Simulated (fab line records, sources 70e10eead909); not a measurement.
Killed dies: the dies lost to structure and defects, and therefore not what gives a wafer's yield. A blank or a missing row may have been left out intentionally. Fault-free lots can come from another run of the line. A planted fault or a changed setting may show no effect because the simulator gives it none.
The tool behind it: which one? | flow nand-harc | 11 lots, 33 wafers sampled, at 6 steps of a route of 1302

== WHAT THE GAUGES SHOWED, per wafer ==
NHARC_A_CONTACT_OVL_MEAS_09.
lot  | measured     | on         | overlay-x-nm (nm)       | overlay-y-nm (nm)
L825 | day 22 20:54 | overlay-02 | 0.3 0.4 0.7             | -0.1 0.3 0.6
L832 | day 25 11:29 | overlay-01 | 8.6 8.8 8.3 8.5 8.7 8.5 | -0.3 -0.1 -0.1 0.0 -0.4 0.1
L836 | day 26 17:36 | overlay-01 | 7.7 7.5 7.6 7.6 7.8 7.7 | 1.0 0.8 0.9 0.6 0.4 0.2
L838 | day 27 20:15 | overlay-01 | 0.1 0.0 -0.5            | -0.8 -1.2 -0.9
L839 | day 28 00:32 | overlay-01 | -0.8 -1.7 -0.9          | -1.0 -1.4 -0.5
L840 | day 28 01:02 | overlay-01 | 0.1 0.7 0.8             | 0.1 0.2 0.4
L841 | day 29 07:35 | overlay-02 | -1.3 -0.7 -0.8          | -0.4 -0.2 -0.5
L844 | day 29 20:44 | overlay-01 | -0.4 -0.9 -0.6          | 0.5 1.3 0.7
L842 | day 30 00:17 | overlay-02 | -0.5 -1.3 -0.4          | 0.2 0.4 0.0
L846 | day 31 05:16 | overlay-02 | -0.2 -1.2 -0.6          | 0.3 0.7 0.1
L847 | day 31 13:31 | overlay-02 | -1.5 -1.7 -2.0          | 0.3 -1.0 -0.3

NHARC_END_SORT_01.
lot  | measured     | on        | killed-at-array | killed-at-other | killed-at-periphery | killed-dies | killed-open | killed-short
L832 | day 28 04:05 | prober-02 | 33 39 29        | 2 2 1           | 4 3 2               | 39 44 32    | 4 2 5       | 3 4 1
L836 | day 29 21:28 | prober-01 | 86 90 91        | 1 0 0           | 9 6 5               | 96 96 96    | 2 3 4       | 1 5 2

== EACH LOT AND THE TOOL THAT RAN IT (in order: tool; ch and the chambers of the sampled wafers; start) ==
lot  | NHARC_A_CONTACT_EXPOSE_05          | NHARC_A_CONTACT_ETCH_88            | NHARC_A_CONTACT_ETCH_89                       | NHARC_A_CONTACT_ETCH_138
L825 | arfi-scanner-03 ch 0, day 22 20:41 | rie-diel-01 ch 0,2,3, day 22 23:54 | rie-diel-01 ch 2,3, day 23 05:44 or earlier   | har-cap-etch-03 ch 0,1, day 23 05:44
L832 | arfi-scanner-01 ch 0, day 25 11:15 | rie-diel-01 ch 1,2, day 25 16:26   | rie-diel-01 ch 1,2, day 25 18:32 or earlier   | har-cap-etch-02 ch 0,1, day 25 18:32
L836 | arfi-scanner-01 ch 0, day 26 17:23 | rie-diel-08 ch 1,2,3, day 26 22:55 | rie-diel-08 ch 0,1,2, day 27 01:02 or earlier | har-cap-etch-03 ch 0,1, day 27 01:02
L838 | arfi-scanner-03 ch 0, day 27 20:02 | rie-diel-08 ch 2,3, day 27 20:26   | rie-diel-08 ch 0,1,3, day 27 22:34 or earlier | har-cap-etch-02 ch 0,1, day 27 22:34
L839 | arfi-scanner-02 ch 0, day 28 00:19 | rie-diel-08 ch 1,2,3, day 28 00:43 | rie-diel-08 ch 1,2,3, day 28 02:49 or earlier | har-cap-etch-01 ch 0,1, day 28 02:49
L840 | arfi-scanner-03 ch 0, day 28 00:48 | rie-diel-12 ch 1,2, day 28 01:13   | rie-diel-12 ch 1,3, day 28 03:16 or earlier   | har-cap-etch-03 ch 0,1, day 28 03:16
L841 | arfi-scanner-02 ch 0, day 29 07:22 | rie-diel-08 ch 0,1,2, day 29 07:46 | rie-diel-08 ch 0,2, day 29 09:55 or earlier   | har-cap-etch-03 ch 0,1, day 29 09:55
L844 | arfi-scanner-03 ch 0, day 29 20:30 | rie-diel-01 ch 0,1,3, day 29 20:55 | rie-diel-01 ch 0,2,3, day 29 22:58 or earlier | har-cap-etch-01 ch 0,1, day 29 22:58
L842 | arfi-scanner-03 ch 0, day 30 00:04 | rie-diel-12 ch 0,1,2, day 30 00:29 | rie-diel-12 ch 0,1,2, day 30 02:32 or earlier | har-cap-etch-03 ch 0,1, day 30 02:32
L846 | arfi-scanner-02 ch 0, day 31 05:02 | rie-diel-01 ch 0,1,2, day 31 05:27 | rie-diel-01 ch 0,3, day 31 07:32 or earlier   | har-cap-etch-02 ch 0,1, day 31 07:32
L847 | arfi-scanner-02 ch 0, day 31 13:17 | rie-diel-01 ch 0,1,3, day 31 13:42 | rie-diel-01 ch 1,2,3, day 31 15:46 or earlier | har-cap-etch-01 ch 0,1, day 31 15:46
- NHARC_A_CONTACT_EXPOSE_05: exposes mask A CC.
- NHARC_A_CONTACT_ETCH_88: etches the open film in CF4, target depth 39 nm, time 65 s.
- NHARC_A_CONTACT_ETCH_89: etches the open film in N2/H2, target depth 260 nm, time 475.3 s.
- NHARC_A_CONTACT_ETCH_138: etches the open film in C4F8/O2/Ar, time 311 s, target depth 1914 nm.

== AS READ BY THE TOOLS THEMSELVES (means over the sampled wafers that have a number; for cases with no such wafer, the mark the record gives instead) ==
NHARC_A_CONTACT_ETCH_88.
lot  | tool        | drypump-motor-current-A (A) | mfc-ar-sccm (sccm) | oes-product-au (a.u.) | rf-vpp-V (V) | showerhead-plenum-p-Torr (Torr) | throttle-valve-pct (%)
L825 | rie-diel-01 | 5.79                        | 0.020              | 0.989                 | 151.0        | 1.73                            | 13.281
L832 | rie-diel-01 | 5.83                        | 0.019              | 1.002                 | 150.9        | 1.80                            | 13.276
L836 | rie-diel-08 | 5.65                        | 0.016              | 1.006                 | 151.9        | 1.81                            | 13.280
L838 | rie-diel-08 | 5.38                        | 0.022              | 1.012                 | 152.4        | 1.84                            | 13.290
L839 | rie-diel-08 | 5.68                        | 0.016              | 1.012                 | 152.3        | 1.81                            | 13.286
L840 | rie-diel-12 | 5.80                        | 0.011              | 1.001                 | 150.7        | 1.74                            | 13.284
L841 | rie-diel-08 | 5.68                        | 0.006              | 1.011                 | 151.7        | 1.77                            | 13.286
L844 | rie-diel-01 | 5.58                        | 0.010              | 1.004                 | 151.4        | 1.74                            | 13.278
L842 | rie-diel-12 | 5.72                        | 0.018              | 0.996                 | 150.9        | 1.74                            | 13.289
L846 | rie-diel-01 | 5.69                        | 0.018              | 1.001                 | 151.5        | 1.77                            | 13.281
L847 | rie-diel-01 | 5.58                        | 0.010              | 1.001                 | 150.4        | 1.74                            | 13.282

NHARC_A_CONTACT_ETCH_89.
lot  | tool        | drypump-motor-current-A (A) | mfc-ar-sccm (sccm) | oes-product-au (a.u.) | rf-vpp-V (V) | showerhead-plenum-p-Torr (Torr) | throttle-valve-pct (%)
L825 | rie-diel-01 | 5.96                        | 0.022              | 0.995                 | 429.6        | 2.01                            | 14.172
L832 | rie-diel-01 | 5.83                        | 0.019              | 0.997                 | 432.8        | 2.08                            | 14.167
L836 | rie-diel-08 | 5.68                        | 0.006              | 1.011                 | 431.5        | 2.05                            | 14.180
L838 | rie-diel-08 | 5.81                        | 0.010              | 1.005                 | 431.7        | 2.05                            | 14.185
L839 | rie-diel-08 | 5.67                        | 0.016              | 1.014                 | 431.7        | 2.09                            | 14.181
L840 | rie-diel-12 | 5.44                        | 0.022              | 1.003                 | 433.7        | 2.16                            | 14.166
L841 | rie-diel-08 | 5.40                        | 0.012              | 1.010                 | 431.5        | 2.09                            | 14.180
L844 | rie-diel-01 | 5.81                        | 0.020              | 0.992                 | 429.2        | 1.96                            | 14.172
L842 | rie-diel-12 | 5.72                        | 0.018              | 1.002                 | 429.2        | 2.00                            | 14.176
L846 | rie-diel-01 | 5.65                        | 0.018              | 0.999                 | 426.8        | 1.93                            | 14.180
L847 | rie-diel-01 | 5.74                        | 0.012              | 1.006                 | 430.6        | 2.03                            | 14.184

NHARC_A_CONTACT_ETCH_138.
lot  | tool            | oes-air-line-au (a.u.)
L825 | har-cap-etch-03 | 1.028
L832 | har-cap-etch-02 | 1.016
L836 | har-cap-etch-03 | 1.006
L838 | har-cap-etch-02 | 0.991
L839 | har-cap-etch-01 | 0.991
L840 | har-cap-etch-03 | 0.968
L841 | har-cap-etch-03 | 1.002
L844 | har-cap-etch-01 | 0.994
L842 | har-cap-etch-03 | 1.001
L846 | har-cap-etch-02 | 1.003
L847 | har-cap-etch-01 | 0.990

== THE ANSWER, worked out from the rows above alone ==
Rule: what is usual is taken from the lots themselves. Put in order of their means at a reading, lots are off if they are a third of the lots or fewer, leave a main group of 4 or more, and stand apart from it by a gap of 3 or more times the standard deviation of the main group's means; of several such gaps the widest counts. The tables above print the reading to a certain number of digits; a main group whose means all agree to those digits is not used. A lot without any number at a reading at which 4 lots or more have one is off too. Where the step has rows for the other lots, those lots are counted as sound. After the gauges, taken in route order, come the tools' own readings; for these a lot's mean is taken, as printed above. The first step at which some lot is off is used, and at that step the reading that is off furthest; a lot without a number counts as furthest.
Off: L832, L836 (NHARC_A_CONTACT_OVL_MEAS_09, overlay-x-nm). Mean -0.6 nm and standard deviation 0.69 in the main group.
A tool fits if, at a process step before that reading, it ran every lot that is off, and no sound lot after the first of them. Those tools and the gauges at NHARC_A_CONTACT_OVL_MEAS_09 are tried in the same way. One candidate fits, namely arfi-scanner-01 at NHARC_A_CONTACT_EXPOSE_05. It ran no sound lot before its first lot that is off in this sample, so the start can't be narrowed down.

== WHAT HAD BEEN PUT IN BY THE SIMULATOR ==
Scanner matching overlay: arfi-scanner-01, from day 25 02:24 on, at NHARC_A_CONTACT_EXPOSE_05. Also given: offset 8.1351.
Lots struck among those shown: L832, L836. The same result came from the rule above.
